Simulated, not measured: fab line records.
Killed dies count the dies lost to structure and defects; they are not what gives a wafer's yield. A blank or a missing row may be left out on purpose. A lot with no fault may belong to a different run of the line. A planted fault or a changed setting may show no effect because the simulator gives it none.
Chamber matching | flow nand harc | rie diel-13 running NHARC_P_GATE_DESCUM_13: 4 sister chambers
The step chemistry O2, time 3 s. 4 wafers are shown with their chamber, then 9 later ones without.

WAFERS WITH THEIR CHAMBER
wafer  | chamber | drypump motor current A (A)
L084.3 | 3       | 5.9
L088.1 | 1       | 5.7
L088.4 | 2       | 5.2
L088.5 | 0       | 6.2

WAFERS WITHOUT THEIR CHAMBER
wafer  | drypump motor current A (A)
L091.2 | 5.6
L091.4 | 5.9
L091.5 | 6.1
L093.1 | 5.7
L093.2 | 6.2
L093.4 | 5.2
L095.2 | 5.7
L095.3 | 5.2
L095.6 | 5.7

CHAMBER TAKEN BY EACH
wafer  | from the rows above | in truth
L091.2 | 1                   | 1
L091.4 | 3                   | 3
L091.5 | 0                   | 0
L093.1 | 1                   | 1
L093.2 | 0                   | 0
L093.4 | 2                   | 2
L095.2 | 1                   | 1
L095.3 | 2                   | 2
L095.6 | 1                   | 1
Correctly placed: 9 of 9. Not placeable from these rows: 0. Wrongly placed: 0.
How it was worked out, from the rows above alone: a wafer's distance from a chamber is the root of the sum, over the readings, of the square of ((its reading less the chamber's mean) divided by the reading's scatter). If the next closest chamber is less than 2 further off than the closest, the wafer can't be placed; otherwise it belongs to the closest. Each chamber's mean is taken over the wafers shown for it. The scatter (one wafer shown for each chamber): square how far every hidden wafer sits from the nearest shown wafer, average those squares and take the square root.
